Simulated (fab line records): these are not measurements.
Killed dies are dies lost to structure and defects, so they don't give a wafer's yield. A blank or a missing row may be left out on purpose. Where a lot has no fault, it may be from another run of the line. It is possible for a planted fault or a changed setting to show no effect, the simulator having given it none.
Split-lot study    flow n5Finfet    21 wafers read across 7 lots, on a route 1938 steps long

THE SPLIT
At N5_BEOL_M10_VIA_ETCH_34 (etches SiCOH lowk in C4F6/O2, target depth 184.5 nm, time 69.2 s), the setting timeS was moved away from the recipe's 69.2 s on 5 of the 21 wafers read, by +7.2% to +21.6%. For the rest of the wafers, this setting stayed at what the recipe calls for.

The split's own step is where the reading is taken.

THE READING
SOC_of_BEOL_M10_COAT_63.thkNm (the simulator's own value, which no gauge read), in nm, at N5_BEOL_M10_VIA_ETCH_34 (etches SiCOH lowk in C4F6/O2, target depth 184.5 nm, time 69.2 s). There is no usual value for it anywhere in the file. Across the 16 wafers here that went through the recipe, the average is 92.2 nm and the standard deviation 0.28 nm.

wafer   tool, chamber at the split  timeS as run, s  against the recipe  SOC_of_BEOL_M10_COAT_63.thkNm, nm  against lot-mates on the recipe
L077.1  rieDiel-06, 2               69.2             recipe              92                                 -
L077.3  rieDiel-06, 3               69.2             recipe              92.2                               -
L077.4  rieDiel-06, 0               69.2             recipe              92                                 -
L081.3  rieDiel-01, 2               69.2             recipe              92                                 -
L081.5  rieDiel-01, 1               69.2             recipe              92.6                               -
L081.6  rieDiel-01, 2               69.2             recipe              92.4                               -
L088.1  rieDiel-06, 2               69.2             recipe              92                                 -
L088.3  rieDiel-06, 1               69.2             recipe              91.6                               -
L088.5  rieDiel-06, 0               69.2             recipe              92                                 -
L090.1  rieDiel-01, 3               69.2             recipe              92.4                               -
L090.4  rieDiel-01, 1               69.2             recipe              92.6                               -
L090.5  rieDiel-01, 0               69.2             recipe              92.2                               -
L091.3  rieDiel-05, 2               84.12            +21.6%              90.6                               -1.2
L091.4  rieDiel-05, 2               84.12            +21.6%              90.6                               -1.2
L091.6  rieDiel-05, 0               69.2             recipe              91.8                               -
L095.3  rieDiel-05, 2               81.62            +17.9%              91.4                               -0.8
L095.4  rieDiel-05, 1               69.2             recipe              92.2                               -
L095.6  rieDiel-05, 0               81.62            +17.9%              91                                 -1.2
L096.1  rieDiel-05, 0               69.2             recipe              92                                 -
L096.4  rieDiel-05, 3               74.19            +7.2%               91.6                               -0.7
L096.5  rieDiel-05, 3               69.2             recipe              92.6                               -

FIT RESULTS
A straight line over all 21 wafers: SOC_of_BEOL_M10_COAT_63.thkNm changes by -0.0652 nm for each +1% of timeS; r = -0.88; the points scatter about the line by 0.28 nm.
The same after taking each lot's own level away (the mean of its wafers on the recipe; 21 wafers): -0.0564 nm for each +1%; r = -0.92; scatter 0.2 nm.
Per that fit: largest timeS move, reading shift of 1.2 nm.
From 91.80 to 92.40 nm: that is the span of the lots' own levels, equal to 2.1 times the standard deviation above.
In other words, the slope is changed by the lot-to-lot level; the two fits disagree.
Check: with one of the wafers moved furthest among these (+21.6%) left out of the fit, the line predicts -1.24 nm for it against its lot-mates. It came out at -1.2 nm against them.

THESE WAFERS: OTHER SPLITS
Other splits were also applied to these wafers ahead of the reading. Each is held against what the fit with the lots' levels taken away leaves over:
other split on the same wafers     wafers away from the commonest value  r with SOC_of_BEOL_M10_COAT_63.thkNm (lot level and that fit taken away)
N5_BEOL_M7_VIA_ETCH_34 timeS       6                                     +0.11
N5_BEOL_M7_TRENCH_ETCH_37 sourceW  9                                     -0.06
N5_BEOL_M8_ETCH_65 sourceW         9                                     -0.10
N5_BEOL_M9_EXPOSE_25 doseMj        5                                     -0.05
N5_BEOL_M9_ETCH_65 biasW           8                                     -0.13

THE WHOLE CHAIN: every reading that the file lists as answering this split, in the file's order
step                     what it does                                                      reading                                                                         change (the file's fit)                 r (the file's)
N5_BEOL_M10_VIA_ETCH_34  etches SiCOH lowk in C4F6/O2, target depth 184.5 nm, time 69.2 s  etch.depthNm (the simulator's own value, which no gauge read)                   +1.66 nm for each +1% of the setting    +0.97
N5_BEOL_M10_VIA_ETCH_34  etches SiCOH lowk in C4F6/O2, target depth 184.5 nm, time 69.2 s  SOC_of_BEOL_M10_COAT_63.thkNm (the simulator's own value, which no gauge read)  -0.0582 nm for each +1% of the setting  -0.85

THE FILE'S OWN FIT
SOC_of_BEOL_M10_COAT_63.thkNm changes by -0.0582 nm for each +1% of timeS, r = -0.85.
